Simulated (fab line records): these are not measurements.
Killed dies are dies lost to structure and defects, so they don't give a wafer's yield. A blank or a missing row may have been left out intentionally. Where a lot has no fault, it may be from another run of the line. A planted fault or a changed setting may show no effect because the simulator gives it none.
What tool caused it? / flow n5_finfet / route of 1938 steps, sampled at 1 step: 11 lots, 33 wafers

WHAT THE GAUGES READ, wafer by wafer
N5_BEOL_M14_INSPECT_55: inspects for defects (darkfield).
lot=L514; measured=day 11 04:07; on=defect_inspect-02; raw_defect_count=87 70 42
lot=L515; measured=day 11 04:23; on=defect_inspect-02; raw_defect_count=64 60 51
lot=L518; measured=day 12 09:32; on=defect_inspect-02; raw_defect_count=68 54 87
lot=L519; measured=day 12 17:02; on=defect_inspect-02; raw_defect_count=76 78 75
lot=L522; measured=day 13 12:55; on=defect_inspect-01; raw_defect_count=55 52 40
lot=L523; measured=day 14 01:19; on=defect_inspect-01; raw_defect_count=84 113 63
lot=L526; measured=day 14 01:55; on=defect_inspect-01; raw_defect_count=63 37 62
lot=L525; measured=day 14 04:36; on=defect_inspect-02; raw_defect_count=59 52 48
lot=L527; measured=day 14 12:31; on=defect_inspect-01; raw_defect_count=57 60 62
lot=L532; measured=day 15 11:28; on=defect_inspect-02; raw_defect_count=55 76 49
lot=L530; measured=day 15 16:16; on=defect_inspect-02; raw_defect_count=62 71 79

EACH LOT AND THE TOOL THAT RAN IT (in order: tool; ch and the chambers of the sampled wafers; start)
Record: no process step prior to these readings.

THE ANSWER, worked out from the rows above alone
Rule: usual is defined by the lots themselves. The widest of any qualifying gaps counts: lots, ordered by their means at a reading, are off when they make up no more than a third of the lots, leave a main group of 4 or more, and stand apart from it by 3 or more times the standard deviation of that group's means. If all means in a main group match to the digits the tables above print for the reading, that group is not used. A lot without any number at a reading at which 4 lots or more have one is off too. All remaining lots with rows at the step are treated as sound.
Nothing can be told from this: no lot is off at any reading shown.

WHAT HAD BEEN PUT IN BY THE SIMULATOR
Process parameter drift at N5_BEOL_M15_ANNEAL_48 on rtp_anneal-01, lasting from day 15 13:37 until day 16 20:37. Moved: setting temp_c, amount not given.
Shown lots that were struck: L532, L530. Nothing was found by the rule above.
